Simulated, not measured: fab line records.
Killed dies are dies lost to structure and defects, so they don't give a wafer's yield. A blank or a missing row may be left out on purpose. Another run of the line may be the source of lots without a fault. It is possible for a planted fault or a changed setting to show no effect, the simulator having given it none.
Split-lot experiment | flow n5_finfet | route with 1938 steps; 7 lots, 21 wafers read

== ON THE SPLIT ==
At N5_BEOL_M11_EXPOSE_08 (exposes mask M11), the setting dose_mj was moved away from the recipe's 53.75 on 6 of the 21 wafers read, by -6.5% to +7.2%. For the rest of the wafers, this setting stayed at what the recipe calls for.

== FROM THE SPLIT TO THE READING: what the file shows between them, 15 steps ==
- N5_BEOL_M11_PEB_09: peb time 60 s
- N5_BEOL_M11_DEVELOP_10: develop time 30 s
- N5_BEOL_M11_CD_MEAS_11: target cd 64.1 nm
- N5_BEOL_M11_DESCUM_16: chemistry O2, time 7.9 s
- N5_BEOL_M11_ETCH_61: etches SiARC in CF4, target depth 39 nm, time 65 s
- N5_BEOL_M11_ETCH_62: etches SOC in N2/H2, target depth 110 nm, overetch 22 nm, time 165 s
- N5_BEOL_M11_STRIP_68: strips in N2/H2
- N5_BEOL_M11_STRIP_67: strips in CF4
- N5_BEOL_M11_HM_OPEN_17: chemistry Cl2/BCl3, target TiN, target depth 20 nm, overetch 6 nm
- N5_BEOL_M11_STRIP_19: strips in O2
- N5_BEOL_M11_CD_MEAS_18: pitch 140 nm, target cd 70 nm
- N5_BEOL_M11_COAT_63: time 60 s, resist thk 100 nm
- N5_BEOL_M11_COAT_64: time 60 s, resist thk 30 nm
- N5_BEOL_M11_PRECLEAN_42: cleans in residue remover, time 60 s
- N5_BEOL_M11_SRD_43: time 30 s

== THE READING ==
cd_nm at N5_BEOL_M11_CD_MEAS_35, given in nm (cd target 70 nm). On this fab line, fault-free wafers typically give 70.1 nm with a standard deviation of 0.77 nm.

wafer  | tool, chamber at the split | dose_mj as run | against the recipe | cd_nm, nm | against lot-mates on the recipe
L074.1 | arfi_scanner-03, 0         | 53.75          | recipe             | 70.3      | -
L074.2 | arfi_scanner-03, 0         | 57.64          | +7.2%              | 74.6      | +3.8
L074.4 | arfi_scanner-03, 0         | 53.75          | recipe             | 71.4      | -
L081.2 | arfi_scanner-02, 0         | 53.75          | recipe             | 69.7      | -
L081.3 | arfi_scanner-02, 0         | 53.75          | recipe             | 70.4      | -
L081.5 | arfi_scanner-02, 0         | 55.97          | +4.1%              | 71.9      | +1.8
L088.2 | arfi_scanner-03, 0         | 53.75          | recipe             | 71.2      | -
L088.3 | arfi_scanner-03, 0         | 50.26          | -6.5%              | 66.3      | -4.9
L088.6 | arfi_scanner-03, 0         | 53.75          | recipe             | 71.1      | -
L089.2 | arfi_scanner-01, 0         | 56.09          | +4.4%              | 73.5      | +2.2
L089.3 | arfi_scanner-01, 0         | 56.09          | +4.4%              | 73.5      | +2.2
L089.4 | arfi_scanner-01, 0         | 53.75          | recipe             | 71.3      | -
L091.2 | arfi_scanner-01, 0         | 52.33          | -2.6%              | 67.7      | -1.6
L091.4 | arfi_scanner-01, 0         | 53.75          | recipe             | 68.9      | -
L091.5 | arfi_scanner-01, 0         | 53.75          | recipe             | 69.8      | -
L094.1 | arfi_scanner-02, 0         | 53.75          | recipe             | 69.5      | -
L094.4 | arfi_scanner-02, 0         | 53.75          | recipe             | 70.6      | -
L094.6 | arfi_scanner-02, 0         | 53.75          | recipe             | 70.1      | -
L096.1 | arfi_scanner-03, 0         | 53.75          | recipe             | 70.0      | -
L096.4 | arfi_scanner-03, 0         | 53.75          | recipe             | 70.1      | -
L096.6 | arfi_scanner-03, 0         | 53.75          | recipe             | 70.6      | -

FIT RESULTS
A straight line over all 21 wafers: cd_nm changes by +0.631 nm for each +1% of dose_mj; r = +0.93; the points scatter about the line by 0.71 nm.
The same after taking each lot's own level away (the mean of its wafers on the recipe; 21 wafers): +0.583 nm for each +1%; r = +0.97; scatter 0.43 nm.
On that fit, the largest move of dose_mj shifts the reading by 4.2 nm.
Measured against the standard deviation above, the lots' own levels, which go from 69.35 to 71.30 nm, span 2.5 times it.
Consequently the slope shifts little with the lot-to-lot level, the two slopes agreeing.
Check: +4.26 nm against its lot-mates is what the line predicts for one of the wafers moved furthest among these (+7.2%) when that wafer is left out of the fit. It came out at +3.75 nm against them.

== THE WHOLE CHAIN: every reading that the file lists as answering this split, in the file's order ==
step                   | what it does                                                         | reading                                                                | change (the file's fit)               | r (the file's)
N5_BEOL_M11_CD_MEAS_11 | target cd 64.1 nm                                                    | cd_nm                                                                  | +0.576 nm for each +1% of the setting | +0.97
N5_BEOL_M11_ETCH_61    | etches SiARC in CF4, target depth 39 nm, time 65 s                   | BEOL_M11.cd_offset_nm (the simulator's own value, which no gauge read) | +0.578 nm for each +1% of the setting | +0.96
N5_BEOL_M11_ETCH_62    | etches SOC in N2/H2, target depth 110 nm, overetch 22 nm, time 165 s | BEOL_M11.cd_offset_nm (the simulator's own value, which no gauge read) | +0.6 nm for each +1% of the setting   | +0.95
N5_BEOL_M11_HM_OPEN_17 | chemistry Cl2/BCl3, target TiN, target depth 20 nm, overetch 6 nm    | BEOL_M11.cd_offset_nm (the simulator's own value, which no gauge read) | +0.59 nm for each +1% of the setting  | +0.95
N5_BEOL_M11_CD_MEAS_18 | pitch 140 nm, target cd 70 nm                                        | cd_nm                                                                  | +0.566 nm for each +1% of the setting | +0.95
N5_BEOL_M11_CD_MEAS_35 | target cd 70 nm                                                      | cd_nm                                                                  | +0.581 nm for each +1% of the setting | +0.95

== FILE'S OWN FIT ==
cd_nm changes by +0.581 nm for each +1% of dose_mj, r = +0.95.
